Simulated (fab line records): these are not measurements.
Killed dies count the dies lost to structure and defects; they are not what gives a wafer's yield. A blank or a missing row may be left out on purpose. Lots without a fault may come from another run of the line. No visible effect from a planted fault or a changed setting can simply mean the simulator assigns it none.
One fault seen from 2 desks + flow n5-finfet + numbers are kept per desk, each desk with only its own; the story behind them comes last

## THE TOOL OWNER'S DESK: rie-diel-01
The tool's own readings at N5_FIN_SAQP_SPACER2_ETCHBACK_29 (etches SiO2 in CHF3/O2, target depth 12.2 nm, time 6.1 s): means of the sampled wafers that have a number, for each lot that ran on this tool. A lot is out of limits, marked OUT, if its mean lies more than 4 standard deviations from the usual mean; the brackets give that distance. It has 8 readings, of which 7 appear: the earliest out of limits, and the ones furthest out on some lot.
Columns: A = drypump-motor-current-A at N5_FIN_SAQP_SPACER2_ETCHBACK_29, usual 5.7 A; B = oes_ar_750_au at N5_FIN_SAQP_SPACER2_ETCHBACK_29, usual 0.82 a.u.; C = oes_o_777_au at N5_FIN_SAQP_SPACER2_ETCHBACK_29, usual 0.82 a.u.; D = oes-product-au at N5_FIN_SAQP_SPACER2_ETCHBACK_29, usual 0.83 a.u.; E = rf-vpp-V at N5_FIN_SAQP_SPACER2_ETCHBACK_29, usual 524 V; F = showerhead-plenum-p-Torr at N5_FIN_SAQP_SPACER2_ETCHBACK_29, usual 2.39 Torr; G = throttle-valve-pct at N5_FIN_SAQP_SPACER2_ETCHBACK_29, usual 18.85 %
| lot  | first seen here | A   | B    | C    | D               | E   | F    | G     |
|------|-----------------|-----|------|------|-----------------|-----|------|-------|
| L665 | day 3 08:46     | 6.0 | 0.85 | 0.84 | 0.86            | 525 | 2.39 | 18.80 |
| L675 | day 5 22:39     | 6.2 | 0.88 | 0.88 | 1.12            | 508 | 2.36 | 18.91 |
| L677 | day 6 09:05     | 6.3 | 0.87 | 0.86 | 1.13 (+4.1) OUT | 506 | 2.36 | 18.94 |
Finding of this desk: L677 out of limits; the first was L677 at day 6 09:05, on oes-product-au at N5_FIN_SAQP_SPACER2_ETCHBACK_29. L665, L675 stayed within limits.

## FROM THE METROLOGY DESK
Means of the sampled wafers that have a number, per lot and without regard to the tool the lot ran on: this is what the gauges read. A lot is out of limits, marked OUT, if its mean lies more than 4 standard deviations from the usual mean; the brackets give that distance. It has 11 readings; the 7 that lie furthest out on some lot are the ones shown.
Columns: A = cd-nm at N5_FIN_SAQP_CD_MEAS_27, usual 20.29 nm; B = DIBL_N at N5_BEOL_M4_RC_MEAS_101, usual 36.0 mV/V; C = DIBL_P at N5_BEOL_M4_RC_MEAS_101, usual 36.2 mV/V; D = ION_N at N5_BEOL_M4_RC_MEAS_101, usual 675 uA/um; E = ION_P at N5_BEOL_M4_RC_MEAS_101, usual 463 uA/um; F = SS_P at N5_BEOL_M4_RC_MEAS_101, usual 73.3 mV/dec; G = VT_P at N5_BEOL_M4_RC_MEAS_101, usual -251 mV
| lot  | first seen here | A     | B    | C    | D   | E   | F    | G    |
|------|-----------------|-------|------|------|-----|-----|------|------|
| L665 | day 3 07:25     | 20.12 | 35.2 | 34.6 | 673 | 455 | 73.0 | -255 |
| L671 | day 4 18:22     | 20.44 | 40.1 | 39.3 | 682 | 460 | 74.5 | -251 |
| L675 | day 5 20:30     | 19.99 | 36.1 | 36.0 | 689 | 479 | 72.8 | -245 |
| L677 | day 6 07:40     | 20.25 | 36.1 | 35.8 | 668 | 459 | 73.3 | -252 |
| L679 | day 6 18:15     | 20.27 | 35.2 | 36.0 | 674 | 466 | 73.2 | -247 |
| L683 | day 7 18:41     | 20.49 | 35.4 | 34.8 | 673 | 461 | 73.7 | -253 |
This desk found nothing out of limits on any of the 6 lots.

## ALL TOGETHER
On L677, at day 6 09:05, an alarm was possible from the tool owner's desk.
Nothing out of limits was seen by the metrology desk.
The metrology desk holds a record of L677, inside its limits.
Every lot named ran N5_FIN_SAQP_SPACER2_ETCHBACK_29 on rie-diel-01.

## WHAT THE SIMULATOR HAD INSERTED
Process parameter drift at N5_FIN_SAQP_SPACER2_ETCHBACK_29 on rie-diel-01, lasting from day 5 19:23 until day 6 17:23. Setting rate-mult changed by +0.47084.
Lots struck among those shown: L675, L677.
Delay in hours, fault start to first out-of-limits reading, by desk: the tool owner's desk at 14.
